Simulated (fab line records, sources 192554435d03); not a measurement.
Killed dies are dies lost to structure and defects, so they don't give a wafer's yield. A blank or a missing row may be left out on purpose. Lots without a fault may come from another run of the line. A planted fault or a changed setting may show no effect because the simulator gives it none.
fab line records | flow n5_finfet
record lots=7 wafers=21
route steps=1938 shown MOL_CONTACT_COAG@523 BEOL_M0_SAQP@643 BEOL_M1@758
start_h: hours from the record's first day to the start of the lot's first wafer shown | wait_h: hours since the lot's step before | " the same as in the row above | L1.1+2: a row that stands for several wafers | - no value, or no start given | * or withheld: withheld | < > ~ a bound
route shown NAME@n: a module of which the file shows steps, and the number in the route of the first | usual: mean/standard deviation of fault-free wafers | same: alike in all rows | chamber/n: place in a boat | sites: the reading at each site | _std_site: their standard deviation | _edge_site: outer sites' mean less inner sites' | radius_mm: how far each site lies from the wafer's centre | mask NAME#n: copy n | behind: the tool/chamber that last shaped the wafer | hold: why the lot was held/for how many hours/how that ended | device: the transistor (n, p or np) that didn't switch | end of line: the same wafers' tests at the end of the route | a step without rows: its recipe alone | killed: dies lost to structure and defects at the first sort, not the wafer's yield | map: a wafer's dies, x killed, . not, _ none there
set.NAME: the setting as run; set.NAME@STEP: as run at that earlier step | model.NAME: the simulator's own value behind a step, which no gauge read
lots whose settings were changed on purpose; a table a step, a row a wafer
## steps
# step N5_MOL_CONTACT_COAG_EXPOSE_05
# recipe mask_id=CA na=0.33 source_shape=annular sigma_inner=0.4 sigma_outer=0.8 polarization=unpolarized defocus_nm=0 dose_mj=38.25
# columns lot.wafer tool chamber start_h wait_h mask set.dose_mj
L074.3+5+6 euv_scanner-02 0 91.19 - CA#0 39.7
L076.1 euv_scanner-02 0 104.53 - CA#0 39.29
L076.4+6 " 0 " " CA#0 38.25
L079.1+2+6 euv_scanner-02 0 119.97 - CA#0 38.25
L082.4+5+6 euv_scanner-02 0 141.37 - CA#0 38.25
L085.4+6 euv_scanner-01 0 161.62 - CA#0 38.25
L085.5 " 0 " " CA#0 39
L087.1+4 euv_scanner-01 0 170.28 - CA#0 36.51
L087.2 " 0 " " CA#0 38.25
L090.2+5+6 euv_scanner-02 0 183.68 - CA#0 38.25
# step N5_MOL_CONTACT_COAG_PEB_06
# recipe peb_temp_c=100 peb_time_s=60 resist=CAR-EUV
# step N5_MOL_CONTACT_COAG_DEVELOP_07
# recipe develop_time_s=30 developer=TMAH resist=CAR-EUV rinse_liquid=surfactant_rinse dry=air_spin dev_temp_c=23
# step N5_MOL_CONTACT_COAG_DESCUM_13
# recipe chemistry=O2 time_s=7 source_power_w=50 bias_power_w=20 pressure_mtorr=20 rf_frequency_hz=2.712e+07 temp_c=40 resist=CAR-EUV o2_flow_sccm=225
# step N5_MOL_CONTACT_COAG_ETCH_59
# recipe chemistry=N2/H2 target=underlayer target_depth_a=130 mask_material=CAR-EUV time_s=10.4 ion_energy_ev=200 pressure_mtorr=30 source_w=840 bias_w=150 n2_flow_sccm=200 h2_flow_sccm=200 ends=cleared
# columns lot.wafer tool chamber start_h wait_h set.dose_mj@MOL_CONTACT_COAG_EXPOSE_05 model.MOL_CONTACT_COAG.cd_offset_nm
L074.3+5+6 rie_diel-02 3,1,0 91.47 0.0 39.7 0.8
L076.1 rie_diel-02 3 104.81 0.0 39.29 0.6
L076.4+6 " 0,1 " " 38.25 0
L079.1+6 rie_diel-02 1 120.26 0.0 38.25 0
L079.2 " 2 " " 38.25 0.2
L082.4+5+6 rie_diel-02 0,2,1 141.66 0.0 38.25 -0.2
L085.4 rie_diel-06 2 162.34 0.0 38.25 0.2
L085.5 " 3 " " 39 0.4
L085.6 " 0 " " 38.25 0.4
L087.1+4 rie_diel-06 2,0 170.56 0.0 36.51 -1
L087.2 " 0 " " 38.25 0.2
L090.2+6 rie_diel-02 1,0 184.15 0.0 38.25 -0.2
L090.5 " 3 " " 38.25 0
# step N5_MOL_CONTACT_COAG_ETCH_105
# recipe chemistry=CF4 target=SiARC target_depth_a=156 mask_material=CAR-EUV time_s=26 ion_energy_ev=80 pressure_mtorr=40 source_w=545 bias_w=36 Ar_flow_sccm=100 cf4_flow_sccm=100 ends=cleared
# columns lot.wafer tool chamber start_h wait_h set.dose_mj@MOL_CONTACT_COAG_EXPOSE_05 model.MOL_CONTACT_COAG.cd_offset_nm
L074.3+5 rie_diel-02 3,1 91.49 0.0 39.7 0.8
L074.6 " 0 " " 39.7 1
L076.1 rie_diel-02 3 104.83 0.0 39.29 0.6
L076.4 " 0 " " 38.25 0
L076.6 " 1 " " 38.25 -0.2
L079.1+6 rie_diel-02 1 120.28 0.0 38.25 0
L079.2 " 2 " " 38.25 0.2
L082.4+5+6 rie_diel-02 0,2,1 141.68 0.0 38.25 -0.2
L085.4 rie_diel-06 2 162.36 0.0 38.25 0
L085.5 " 3 " " 39 0.4
L085.6 " 0 " " 38.25 0.4
L087.1+4 rie_diel-06 2,0 170.58 0.0 36.51 -1
L087.2 " 0 " " 38.25 0.2
L090.2 rie_diel-02 1 184.17 0.0 38.25 -0.4
L090.5+6 " 3,0 " " 38.25 0
# step N5_MOL_CONTACT_COAG_CONTACT_ETCH_14
# recipe chemistry=C4F6/O2 target=SiO2 target_depth_a=275 overetch_a=85 mask_material=SOC pressure_mtorr=30 source_w=370 bias_w=185 Ar_flow_sccm=300 C4F6_flow_sccm=16 O2_flow_sccm=10 time_s=20 ion_energy_ev=259.6
# usual rf_vpp_V=694/3.7
# columns lot.wafer tool chamber start_h wait_h set.source_w rf_vpp_V
L074.3 rie_diel-02 3 91.62 0.0 370 690
L074.5 " 1 " " 394.2 685
L074.6 " 0 " " 370 693
L076.1 rie_diel-02 3 104.96 0.0 370 691
L076.4 " 0 " " 408.6 671
L076.6 " 1 " " 370 697
L079.1 rie_diel-02 1 120.41 0.0 370 699
L079.2 " 2 " " 370 694
L079.6 " 1 " " 370 698
L082.4 rie_diel-02 0 141.81 0.0 435.2 658
L082.5 " 2 " " 370 695
L082.6 " 1 " " 435.2 663
L085.4 rie_diel-06 2 162.48 0.0 333.8 711
L085.5 " 3 " " 333.8 719
L085.6 " 0 " " 370 692
L087.1 rie_diel-06 2 170.71 0.0 332.1 711
L087.2 " 0 " " 332.1 714
L087.4 " 0 " " 332.1 715
L090.2 rie_diel-02 1 184.30 0.0 370 697
L090.5 " 3 " " 370 691
L090.6 " 0 " " 370 692
# step N5_MOL_CONTACT_COAG_STRIP_109
# recipe chemistry=C4F6/O2 resist=SiARC rf_frequency_hz=6e+07
# step N5_MOL_CONTACT_COAG_ETCH_15
# recipe chemistry=CH3F/O2 target=SiNx target_depth_a=70 mask_material=SOC stop_on=Si:P over_etch_frac=0.75 ion_energy_ev=120 pressure_mtorr=30 source_w=395 bias_w=73 Ar_flow_sccm=150 CH3F_flow_sccm=30 O2_flow_sccm=20
# columns lot.wafer tool chamber start_h wait_h set.dose_mj@MOL_CONTACT_COAG_EXPOSE_05 model.MOL_CONTACT_COAG.cd_offset_nm
L074.3 rie_diel-02 3 91.65 0.0 39.7 0.6
L074.5+6 " 1,0 " " 39.7 1
L076.1 rie_diel-02 3 105.00 0.0 39.29 0.4
L076.4+6 " 0,1 " " 38.25 0
L079.1+2+6 rie_diel-02 1,2,1 120.44 0.0 38.25 0
L082.4+5+6 rie_diel-02 0,2,1 141.85 0.0 38.25 -0.2
L085.4 rie_diel-06 2 162.52 0.0 38.25 0
L085.5 " 3 " " 39 0.2
L085.6 " 0 " " 38.25 0.2
L087.1+4 rie_diel-06 2,0 170.75 0.0 36.51 -1
L087.2 " 0 " " 38.25 0
L090.2 rie_diel-02 1 184.33 0.0 38.25 -0.4
L090.5+6 " 3,0 " " 38.25 -0.2
# step N5_MOL_CONTACT_COAG_ETCHBACK_135
# recipe chemistry=CHF3 target=SiO2 target_depth_a=250 time_s=16.7 ion_energy_ev=200 pressure_mtorr=30 source_w=610 bias_w=170 Ar_flow_sccm=200 CHF3_flow_sccm=50
# columns lot.wafer tool chamber start_h wait_h set.time_s model.SOC_of_MOL_CONTACT_COAG_COAT_75.thk_nm
L074.3 rie_diel-06 2 103.62 0.0 18.81 57.2
L074.5 " 3 " " 18.81 57
L074.6 " 2 " " 16.7 57.4
L076.1 rie_diel-02 1 117.29 0.0 16.7 57
L076.4+6 " 0,2 " " 16.7 57.2
L079.1+2+6 rie_diel-02 1,0,3 132.07 0.0 16.7 57.4
L082.4+5 rie_diel-05 0,1 156.95 0.0 16.7 57.4
L082.6 " 3 " " 16.7 57.6
L085.4 rie_diel-02 3 177.24 0.0 13.02 58
L085.5 " 1 " " 16.7 57.6
L085.6 " 0 " " 16.7 57.4
L087.1+2+4 rie_diel-02 1,0,3 181.84 0.0 16.7 57.4
L090.2 rie_diel-05 3 195.21 0.0 16.7 57.4
L090.5 " 0 " " 16.7 57.2
L090.6 " 1 " " 19.74 56.8
# step N5_MOL_CONTACT_COAG_COAT_64
# recipe resist=underlayer temp_c=205 time_s=60 spin_rpm=1500 resist_thk_nm=10
# columns lot.wafer tool chamber start_h wait_h set.spin_rpm model.underlayer_of_MOL_CONTACT_COAG_COAT_64.thk_nm
L074.3+6 litho_track-02 0 - - 1445 10.2
L074.5 " 0 " " 1500 10
L076.1+4 litho_track-01 0 - - 1451 10.2
L076.6 " 0 " " 1500 10
L079.1+2+6 litho_track-05 0 - - 1500 10
L082.4+5+6 litho_track-02 0 - - 1500 10
L085.4 litho_track-01 0 - - 1582 9.8
L085.5+6 " 0 " " 1500 10
L087.1+4 litho_track-05 0 - - 1437 10.2
L087.2 " 0 " " 1500 10
L090.2 litho_track-01 0 - - 1500 10
L090.5+6 " 0 " " 1630 9.6
# step N5_MOL_CONTACT_COAG_COAT_34
# recipe resist=CAR-EUV spin_rpm=1500 resist_thk_nm=40
# step N5_MOL_CONTACT_COAG_EBR_36
# recipe solvent=PGMEA ebr_width_mm=1.5
# step N5_MOL_CONTACT_COAG_DESCUM_45
# recipe chemistry=O2 time_s=7 source_power_w=50 bias_power_w=20 pressure_mtorr=20 rf_frequency_hz=2.712e+07 temp_c=40 resist=CAR-EUV o2_flow_sccm=225
# step N5_MOL_CONTACT_COAG_ETCH_65
# recipe chemistry=N2/H2 target=underlayer target_depth_a=130 mask_material=CAR-EUV time_s=10.4 ion_energy_ev=200 pressure_mtorr=30 source_w=840 bias_w=150 n2_flow_sccm=200 h2_flow_sccm=200 ends=cleared
# columns lot.wafer tool chamber start_h wait_h set.spin_rpm@MOL_CONTACT_COAG_COAT_64 model.CAR-EUV_of_MOL_CONTACT_COAG_COAT_34.thk_nm model.etch.depth_nm
L074.3 rie_diel-02 1 104.59 0.0 1445 24.4 10.14
L074.5 " 3 " " 1500 24.8 9.982
L074.6 " 2 " " 1445 24.4 10.19
L076.1 rie_diel-05 1 118.49 0.0 1451 24.4 10.15
L076.4 " 1 " " 1451 24.2 10.15
L076.6 " 3 " " 1500 24.4 9.972
L079.1+6 rie_diel-02 0,3 132.92 0.0 1500 24.8 10.02
L079.2 " 3 " " 1500 24.8 10.01
L082.4 rie_diel-05 3 157.93 0.0 1500 24.6 9.976
L082.5 " 0 " " 1500 24.6 9.984
L082.6 " 1 " " 1500 24.8 9.965
L085.4 rie_diel-05 1 178.12 0.0 1582 25 9.787
L085.5 " 2 " " 1500 24.4 10.05
L085.6 " 3 " " 1500 24.6 10.01
L087.1 rie_diel-05 1 182.68 0.0 1437 24.4 10.21
L087.2 " 3 " " 1500 24.6 10.03
L087.4 " 0 " " 1437 24.2 10.24
L090.2 rie_diel-05 3 196.18 0.0 1500 24.6 10.05
L090.5 " 3 " " 1630 25.2 9.627
L090.6 " 0 " " 1630 25 9.628
# step N5_BEOL_M0_SAQP_COAT_08
# recipe resist=CAR-ArF spin_rpm=1500 resist_thk_nm=90
# columns lot.wafer tool chamber start_h wait_h set.spin_rpm model.CAR-ArF_of_BEOL_M0_SAQP_COAT_08.thk_nm
L074.3 litho_track-01 0 - - 1418 92.8
L074.5 " 0 " " 1418 92.6
L074.6 " 0 " " 1500 90.4
L076.1+6 litho_track-04 0 - - 1500 90
L076.4 " 0 " " 1500 89.8
L079.1 litho_track-03 0 - - 1500 91.4
L079.2+6 " 0 " " 1500 91
L082.4+5 litho_track-01 0 - - 1500 90.4
L082.6 " 0 " " 1500 90.2
L085.4 litho_track-04 0 - - 1500 90.2
L085.5 " 0 " " 1500 90
L085.6 " 0 " " 1500 89.8
L087.1+4 litho_track-04 0 - - 1500 90.2
L087.2 " 0 " " 1500 90
L090.2 litho_track-03 0 - - 1656 85.8
L090.5 " 0 " " 1500 90.4
L090.6 " 0 " " 1500 90
# step N5_BEOL_M1_COAT_05
# recipe resist=CAR-EUV spin_rpm=1500 resist_thk_nm=30
# columns lot.wafer tool chamber start_h wait_h set.spin_rpm model.CAR-EUV_of_BEOL_M1_COAT_05.thk_nm
L074.3+5 litho_track-01 0 - - 1590 29.2
L074.6 " 0 " " 1500 30
L076.1+6 litho_track-04 0 - - 1357 31.6
L076.4 " 0 " " 1500 30
L079.1+2+6 litho_track-04 0 - - 1500 30
L082.4+5+6 litho_track-01 0 - - 1500 30
L085.4+5+6 litho_track-04 0 - - 1500 30
L087.1 litho_track-01 0 - - 1500 30
L087.2 " 0 " " 1357 31.6
L087.4 " 0 " " 1357 31.8
L090.2+6 litho_track-02 0 - - 1351 31.6
L090.5 " 0 " " 1500 30
## key
split step=N5_MOL_CONTACT_COAG_EXPOSE_05 setting=dose_mj stated=38.25 by=wafer
response step=N5_MOL_CONTACT_COAG_ETCH_59 reading=model.MOL_CONTACT_COAG.cd_offset_nm change=+0.228 per=1% r=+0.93
response step=N5_MOL_CONTACT_COAG_ETCH_105 reading=model.MOL_CONTACT_COAG.cd_offset_nm change=+0.243 per=1% r=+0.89
response step=N5_MOL_CONTACT_COAG_ETCH_15 reading=model.MOL_CONTACT_COAG.cd_offset_nm change=+0.183 per=1% r=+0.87
split step=N5_MOL_CONTACT_COAG_CONTACT_ETCH_14 setting=source_w stated=370 by=wafer
response step=N5_MOL_CONTACT_COAG_CONTACT_ETCH_14 reading=rf_vpp_V change=-2.01 per=1% r=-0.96
split step=N5_MOL_CONTACT_COAG_ETCHBACK_135 setting=time_s stated=16.7 by=wafer
response step=N5_MOL_CONTACT_COAG_ETCHBACK_135 reading=model.SOC_of_MOL_CONTACT_COAG_COAT_75.thk_nm change=-0.0245 per=1% r=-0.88
split step=N5_MOL_CONTACT_COAG_COAT_64 setting=spin_rpm stated=1500 by=wafer
response step=N5_MOL_CONTACT_COAG_COAT_64 reading=model.underlayer_of_MOL_CONTACT_COAG_COAT_64.thk_nm change=-0.0462 per=1% r=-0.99
response step=N5_MOL_CONTACT_COAG_ETCH_65 reading=model.CAR-EUV_of_MOL_CONTACT_COAG_COAT_34.thk_nm change=+0.069 per=1% r=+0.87
response step=N5_MOL_CONTACT_COAG_ETCH_65 reading=model.etch.depth_nm change=-0.0484 per=1% r=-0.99
split step=N5_BEOL_M0_SAQP_COAT_08 setting=spin_rpm stated=1500 by=wafer
response step=N5_BEOL_M0_SAQP_COAT_08 reading=model.CAR-ArF_of_BEOL_M0_SAQP_COAT_08.thk_nm change=-0.423 per=1% r=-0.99
split step=N5_BEOL_M1_COAT_05 setting=spin_rpm stated=1500 by=wafer
response step=N5_BEOL_M1_COAT_05 reading=model.CAR-EUV_of_BEOL_M1_COAT_05.thk_nm change=-0.165 per=1% r=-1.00
